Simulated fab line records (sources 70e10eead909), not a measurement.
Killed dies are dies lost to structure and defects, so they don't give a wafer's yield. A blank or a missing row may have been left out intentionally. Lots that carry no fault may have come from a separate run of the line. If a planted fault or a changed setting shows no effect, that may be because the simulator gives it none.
The tool behind it: which one? / flow nand harc / 11 lots with 33 wafers sampled at 5 steps, on a route of 1159 steps

WHAT EACH GAUGE READ, for each wafer
NHARC_END_SORT_01.
lot=L550; measured=day 21 10:44; on=prober-02; killed at array=17; killed at other=1; killed at periphery=2; killed dies=20; killed open=3; killed short=0

TOOL THAT RAN EACH LOT (tool first, then ch and the chambers of the sampled wafers, then the start)
lot=L545; NHARC_A_CONTACT_STRIP_26=rie diel-06 ch 0,1,2, day 17 12:57 or earlier; NHARC_A_BLC_ETCH_16=rie diel-12 ch 0,1,3, day 17 12:57; NHARC_A_BLC_STRIP_29=rie diel-12 ch 1,2, day 17 14:13; NHARC_A_BLC_ALD_23=ald metal-04 ch 0,1,2, day 17 15:01
lot=L542; NHARC_A_CONTACT_STRIP_26=rie diel-06 ch 0,1,3, day 17 21:36 or earlier; NHARC_A_BLC_ETCH_16=rie diel-02 ch 0,1,3, day 17 21:36; NHARC_A_BLC_STRIP_29=rie diel-12 ch 0,2,3, day 17 22:50; NHARC_A_BLC_ALD_23=ald metal-03 ch 1,2,3, day 17 23:39
lot=L543; NHARC_A_CONTACT_STRIP_26=rie diel-11 ch 0,2,3, day 17 21:56 or earlier; NHARC_A_BLC_ETCH_16=rie diel-12 ch 0,2, day 17 21:56; NHARC_A_BLC_STRIP_29=rie diel-12 ch 1,2,3, day 17 22:56; NHARC_A_BLC_ALD_23=ald metal-02 ch 0,1, day 17 23:48
lot=L544; NHARC_A_CONTACT_STRIP_26=rie diel-09 ch 0,1,2, day 17 23:27 or earlier; NHARC_A_BLC_ETCH_16=rie diel-02 ch 0,3, day 17 23:27; NHARC_A_BLC_STRIP_29=rie diel-02 ch 1,2, day 18 00:28; NHARC_A_BLC_ALD_23=ald metal-02 ch 0,1,3, day 18 01:14
lot=L546; NHARC_A_CONTACT_STRIP_26=rie diel-09 ch 0,2,3, day 17 23:59 or earlier; NHARC_A_BLC_ETCH_16=rie diel-12 ch 1,2,3, day 17 23:59; NHARC_A_BLC_STRIP_29=rie diel-02 ch 2,3, day 18 01:01; NHARC_A_BLC_ALD_23=ald metal-02 ch 1,2,3, day 18 01:49
lot=L550; NHARC_A_CONTACT_STRIP_26=rie diel-11 ch 1,2,3, day 19 03:07 or earlier; NHARC_A_BLC_ETCH_16=rie diel-02 ch 0,1,2, day 19 03:07; NHARC_A_BLC_STRIP_29=rie diel-12 ch 0,1,3, day 19 04:04; NHARC_A_BLC_ALD_23=ald metal-04 ch 0,1,3, day 19 04:53
lot=L553; NHARC_A_CONTACT_STRIP_26=rie diel-06 ch 0,2, day 19 18:56 or earlier; NHARC_A_BLC_ETCH_16=rie diel-02 ch 0,1,2, day 19 18:56; NHARC_A_BLC_STRIP_29=rie diel-07 ch 0,3, day 19 19:53; NHARC_A_BLC_ALD_23=ald metal-03 ch 0,2,3, day 19 20:42
lot=L561; NHARC_A_CONTACT_STRIP_26=rie diel-11 ch 1,2,3, day 21 15:09 or earlier; NHARC_A_BLC_ETCH_16=rie diel-07 ch 0,2,3, day 21 15:09; NHARC_A_BLC_STRIP_29=rie diel-02 ch 0,1,2, day 21 16:08; NHARC_A_BLC_ALD_23=ald metal-04 ch 1,2, day 21 16:53
lot=L560; NHARC_A_CONTACT_STRIP_26=rie diel-06 ch 0,2, day 21 20:32 or earlier; NHARC_A_BLC_ETCH_16=rie diel-07 ch 0,2,3, day 21 20:32; NHARC_A_BLC_STRIP_29=rie diel-02 ch 1,2, day 21 21:32; NHARC_A_BLC_ALD_23=ald metal-02 ch 0,2,3, day 21 22:21
lot=L563; NHARC_A_CONTACT_STRIP_26=rie diel-06 ch 1,2,3, day 22 17:43 or earlier; NHARC_A_BLC_ETCH_16=rie diel-12 ch 0,2,3, day 22 17:43; NHARC_A_BLC_STRIP_29=rie diel-02 ch 0,1,3, day 22 18:40; NHARC_A_BLC_ALD_23=ald metal-04 ch 0,1,3, day 22 19:29
lot=L565; NHARC_A_CONTACT_STRIP_26=rie diel-11 ch 2,3, day 22 19:42 or earlier; NHARC_A_BLC_ETCH_16=rie diel-12 ch 0,1, day 22 19:42; NHARC_A_BLC_STRIP_29=rie diel-02 ch 0,3, day 22 20:44; NHARC_A_BLC_ALD_23=ald metal-04 ch 0,2,3, day 22 21:34
- NHARC_A_CONTACT_STRIP_26: strips in O2.
- NHARC_A_BLC_ETCH_16: etches the open film in CF4, target depth 39 nm, time 65 s.
- NHARC_A_BLC_STRIP_29: strips in CF4.
- NHARC_A_BLC_ALD_23: deposits TiN, target thk 3 nm, pulse time 1 s, ald cycles 150.

WHAT THE TOOLS THEMSELVES READ (means of the sampled wafers that have a number; where no wafer has one, the mark that the record gives instead)
NHARC_A_CONTACT_STRIP_26.
lot=L545; tool=rie diel-06; drypump motor current A (A)=5.6; mfc ar sccm (sccm)=0.001; oes product au (a.u.)=0.999; rf vpp V (V)=57.6; showerhead plenum p Torr (Torr)=3.42; throttle valve pct (%)=17.044
lot=L542; tool=rie diel-06; drypump motor current A (A)=5.9; mfc ar sccm (sccm)=0.001; oes product au (a.u.)=1.000; rf vpp V (V)=57.1; showerhead plenum p Torr (Torr)=3.41; throttle valve pct (%)=17.038
lot=L543; tool=rie diel-11; drypump motor current A (A)=5.4; mfc ar sccm (sccm)=0.009; oes product au (a.u.)=0.996; rf vpp V (V)=57.4; showerhead plenum p Torr (Torr)=3.57; throttle valve pct (%)=17.036
lot=L544; tool=rie diel-09; drypump motor current A (A)=5.6; mfc ar sccm (sccm)=0.010; oes product au (a.u.)=1.001; rf vpp V (V)=57.8; showerhead plenum p Torr (Torr)=3.54; throttle valve pct (%)=17.040
lot=L546; tool=rie diel-09; drypump motor current A (A)=5.8; mfc ar sccm (sccm)=0.003; oes product au (a.u.)=1.009; rf vpp V (V)=57.8; showerhead plenum p Torr (Torr)=3.54; throttle valve pct (%)=17.036
lot=L550; tool=rie diel-11; drypump motor current A (A)=5.6; mfc ar sccm (sccm)=0.011; oes product au (a.u.)=1.004; rf vpp V (V)=57.6; showerhead plenum p Torr (Torr)=3.68; throttle valve pct (%)=17.039
lot=L553; tool=rie diel-06; drypump motor current A (A)=5.2; mfc ar sccm (sccm)=0.001; oes product au (a.u.)=0.995; rf vpp V (V)=57.7; showerhead plenum p Torr (Torr)=3.65; throttle valve pct (%)=17.041
lot=L561; tool=rie diel-11; drypump motor current A (A)=5.6; mfc ar sccm (sccm)=0.011; oes product au (a.u.)=0.995; rf vpp V (V)=58.5; showerhead plenum p Torr (Torr)=3.67; throttle valve pct (%)=17.036
lot=L560; tool=rie diel-06; drypump motor current A (A)=5.4; mfc ar sccm (sccm)=0.002; oes product au (a.u.)=0.989; rf vpp V (V)=57.9; showerhead plenum p Torr (Torr)=3.71; throttle valve pct (%)=17.034
lot=L563; tool=rie diel-06; drypump motor current A (A)=5.7; mfc ar sccm (sccm)=0.000; oes product au (a.u.)=0.997; rf vpp V (V)=58.4; showerhead plenum p Torr (Torr)=3.49; throttle valve pct (%)=17.042
lot=L565; tool=rie diel-11; drypump motor current A (A)=5.5; mfc ar sccm (sccm)=0.019; oes product au (a.u.)=1.002; rf vpp V (V)=57.9; showerhead plenum p Torr (Torr)=3.67; throttle valve pct (%)=17.034

NHARC_A_BLC_ETCH_16.
lot=L545; tool=rie diel-12; drypump motor current A (A)=6.2; mfc ar sccm (sccm)=0.012; oes product au (a.u.)=1.012; rf fwd power W (W)=297.0; rf vpp V (V)=150.4; run length s (s)=86.8; showerhead plenum p Torr (Torr)=1.68; throttle valve pct (%)=13.280
lot=L542; tool=rie diel-02; drypump motor current A (A)=5.8; mfc ar sccm (sccm)=0.012; oes product au (a.u.)=1.007; rf fwd power W (W)=297.0; rf vpp V (V)=151.9; run length s (s)=86.7; showerhead plenum p Torr (Torr)=1.78; throttle valve pct (%)=13.283
lot=L543; tool=rie diel-12; drypump motor current A (A)=5.4; mfc ar sccm (sccm)=0.003; oes product au (a.u.)=1.010; rf fwd power W (W)=296.4; rf vpp V (V)=151.7; run length s (s)=86.5; showerhead plenum p Torr (Torr)=1.78; throttle valve pct (%)=13.287
lot=L544; tool=rie diel-02; drypump motor current A (A)=5.7; mfc ar sccm (sccm)=0.000; oes product au (a.u.)=1.002; rf fwd power W (W)=296.6; rf vpp V (V)=150.1; run length s (s)=86.4; showerhead plenum p Torr (Torr)=1.72; throttle valve pct (%)=13.293
lot=L546; tool=rie diel-12; drypump motor current A (A)=5.5; mfc ar sccm (sccm)=0.010; oes product au (a.u.)=0.999; rf fwd power W (W)=295.7; rf vpp V (V)=150.6; run length s (s)=86.6; showerhead plenum p Torr (Torr)=1.74; throttle valve pct (%)=13.283
lot=L550; tool=rie diel-02; drypump motor current A (A)=5.8; mfc ar sccm (sccm)=0.012; oes product au (a.u.)=1.010; rf fwd power W (W)=295.4; rf vpp V (V)=150.4; run length s (s)=81.6; showerhead plenum p Torr (Torr)=1.76; throttle valve pct (%)=13.284
lot=L553; tool=rie diel-02; drypump motor current A (A)=5.8; mfc ar sccm (sccm)=0.012; oes product au (a.u.)=1.002; rf fwd power W (W)=297.5; rf vpp V (V)=151.4; run length s (s)=76.6; showerhead plenum p Torr (Torr)=1.76; throttle valve pct (%)=13.286
lot=L561; tool=rie diel-07; drypump motor current A (A)=6.2; mfc ar sccm (sccm)=0.011; oes product au (a.u.)=1.005; rf fwd power W (W)=296.6; rf vpp V (V)=151.5; run length s (s)=86.2; showerhead plenum p Torr (Torr)=1.76; throttle valve pct (%)=13.291
lot=L560; tool=rie diel-07; drypump motor current A (A)=6.2; mfc ar sccm (sccm)=0.011; oes product au (a.u.)=0.997; rf fwd power W (W)=296.1; rf vpp V (V)=151.2; run length s (s)=86.2; showerhead plenum p Torr (Torr)=1.76; throttle valve pct (%)=13.295
lot=L563; tool=rie diel-12; drypump motor current A (A)=5.6; mfc ar sccm (sccm)=0.003; oes product au (a.u.)=1.010; rf fwd power W (W)=296.2; rf vpp V (V)=150.9; run length s (s)=86.5; showerhead plenum p Torr (Torr)=1.72; throttle valve pct (%)=13.286
lot=L565; tool=rie diel-12; drypump motor current A (A)=6.5; mfc ar sccm (sccm)=0.022; oes product au (a.u.)=1.007; rf fwd power W (W)=296.3; rf vpp V (V)=150.3; run length s (s)=86.7; showerhead plenum p Torr (Torr)=1.70; throttle valve pct (%)=13.286

NHARC_A_BLC_STRIP_29.
lot=L545; tool=rie diel-12; drypump motor current A (A)=5.3; mfc ar sccm (sccm)=0.010; oes product au (a.u.)=1.001; rf vpp V (V)=59.2; showerhead plenum p Torr (Torr)=1.80; throttle valve pct (%)=13.287
lot=L542; tool=rie diel-12; drypump motor current A (A)=5.6; mfc ar sccm (sccm)=0.003; oes product au (a.u.)=1.002; rf vpp V (V)=59.1; showerhead plenum p Torr (Torr)=1.72; throttle valve pct (%)=13.285
lot=L543; tool=rie diel-12; drypump motor current A (A)=5.5; mfc ar sccm (sccm)=0.010; oes product au (a.u.)=1.008; rf vpp V (V)=59.6; showerhead plenum p Torr (Torr)=1.74; throttle valve pct (%)=13.290
lot=L544; tool=rie diel-02; drypump motor current A (A)=5.8; mfc ar sccm (sccm)=0.012; oes product au (a.u.)=0.992; rf vpp V (V)=59.8; showerhead plenum p Torr (Torr)=1.80; throttle valve pct (%)=13.275
lot=L546; tool=rie diel-02; drypump motor current A (A)=5.8; mfc ar sccm (sccm)=0.000; oes product au (a.u.)=0.994; rf vpp V (V)=58.9; showerhead plenum p Torr (Torr)=1.80; throttle valve pct (%)=13.282
lot=L550; tool=rie diel-12; drypump motor current A (A)=6.2; mfc ar sccm (sccm)=0.012; oes product au (a.u.)=1.004; rf vpp V (V)=58.8; showerhead plenum p Torr (Torr)=1.68; throttle valve pct (%)=13.287
lot=L553; tool=rie diel-07; drypump motor current A (A)=6.5; mfc ar sccm (sccm)=0.021; oes product au (a.u.)=0.991; rf vpp V (V)=59.8; showerhead plenum p Torr (Torr)=1.72; throttle valve pct (%)=13.284
lot=L561; tool=rie diel-02; drypump motor current A (A)=5.8; mfc ar sccm (sccm)=0.012; oes product au (a.u.)=1.010; rf vpp V (V)=59.8; showerhead plenum p Torr (Torr)=1.76; throttle valve pct (%)=13.292
lot=L560; tool=rie diel-02; drypump motor current A (A)=5.8; mfc ar sccm (sccm)=0.023; oes product au (a.u.)=1.018; rf vpp V (V)=59.5; showerhead plenum p Torr (Torr)=1.81; throttle valve pct (%)=13.283
lot=L563; tool=rie diel-02; drypump motor current A (A)=5.7; mfc ar sccm (sccm)=0.012; oes product au (a.u.)=1.015; rf vpp V (V)=59.2; showerhead plenum p Torr (Torr)=1.78; throttle valve pct (%)=13.275
lot=L565; tool=rie diel-02; drypump motor current A (A)=5.7; mfc ar sccm (sccm)=0.001; oes product au (a.u.)=1.016; rf vpp V (V)=59.5; showerhead plenum p Torr (Torr)=1.78; throttle valve pct (%)=13.290

NHARC_A_BLC_ALD_23.
lot=L545; tool=ald metal-04; heater power w (W)=1140; precursor pulse height rel=1.009; susceptor temp C (C)=450.25
lot=L542; tool=ald metal-03; heater power w (W)=1115; precursor pulse height rel=1.012; susceptor temp C (C)=450.16
lot=L543; tool=ald metal-02; heater power w (W)=1135; precursor pulse height rel=0.978; susceptor temp C (C)=-
lot=L544; tool=ald metal-02; heater power w (W)=1051; precursor pulse height rel=1.010; susceptor temp C (C)=449.85
lot=L546; tool=ald metal-02; heater power w (W)=1044; precursor pulse height rel=0.997; susceptor temp C (C)=449.79
lot=L550; tool=ald metal-04; heater power w (W)=985; precursor pulse height rel=0.988; susceptor temp C (C)=450.16
lot=L553; tool=ald metal-03; heater power w (W)=1156; precursor pulse height rel=1.013; susceptor temp C (C)=450.03
lot=L561; tool=ald metal-04; heater power w (W)=1134; precursor pulse height rel=0.990; susceptor temp C (C)=449.95
lot=L560; tool=ald metal-02; heater power w (W)=1042; precursor pulse height rel=1.009; susceptor temp C (C)=449.92
lot=L563; tool=ald metal-04; heater power w (W)=1002; precursor pulse height rel=1.001; susceptor temp C (C)=450.08
lot=L565; tool=ald metal-04; heater power w (W)=1105; precursor pulse height rel=1.027; susceptor temp C (C)=450.05

THE ANSWER, worked out from the rows above alone
Rule: the lots themselves supply what counts as usual. Put in order of their means at a reading, lots are off if they are a third of the lots or fewer, leave a main group of 4 or more, and stand apart from it by a gap of 3 or more times the standard deviation of the main group's means; of several such gaps the widest counts. Not used: any main group whose means are identical at the precision the tables above print for the reading. A lot without any number at a reading at which 4 lots or more have one is off too. Where the step has rows for the other lots, those lots are counted as sound. The gauges are gone through in route order, then the tools' own readings, and for those a lot's mean is taken as printed above. At the first step where some lot is off, the reading lying furthest off is the one used; lots without a number count as furthest.
Off: L550, L553 (NHARC_A_BLC_ETCH_16, run length s). For the main group the mean is 86.5 s and the standard deviation 0.2.
If a tool, at that step or one of the process steps before it, ran each lot that is off and ran no sound lot following the first of them, it fits. With no start given for some of its lots, NHARC_A_CONTACT_STRIP_26 uses the hours and lot order of NHARC_A_BLC_ETCH_16. One fits: rie diel-02 at NHARC_A_BLC_ETCH_16. A fault onset in the window from L544 (day 17 23:27, its last sound lot) to L550 (day 19 03:07, its first lot off) fits.
On the lots that are off, the tool's own readings at NHARC_A_BLC_ETCH_16 differ by more than 5 times the standard deviation of the sound lots' means, which bears it out; run length s reads 79.1 s there versus 86.5 s on the sound lots.

WHAT THE SIMULATOR PUT IN
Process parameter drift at NHARC_A_BLC_ETCH_16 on rie diel-02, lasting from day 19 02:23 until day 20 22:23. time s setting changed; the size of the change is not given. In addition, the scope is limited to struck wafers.
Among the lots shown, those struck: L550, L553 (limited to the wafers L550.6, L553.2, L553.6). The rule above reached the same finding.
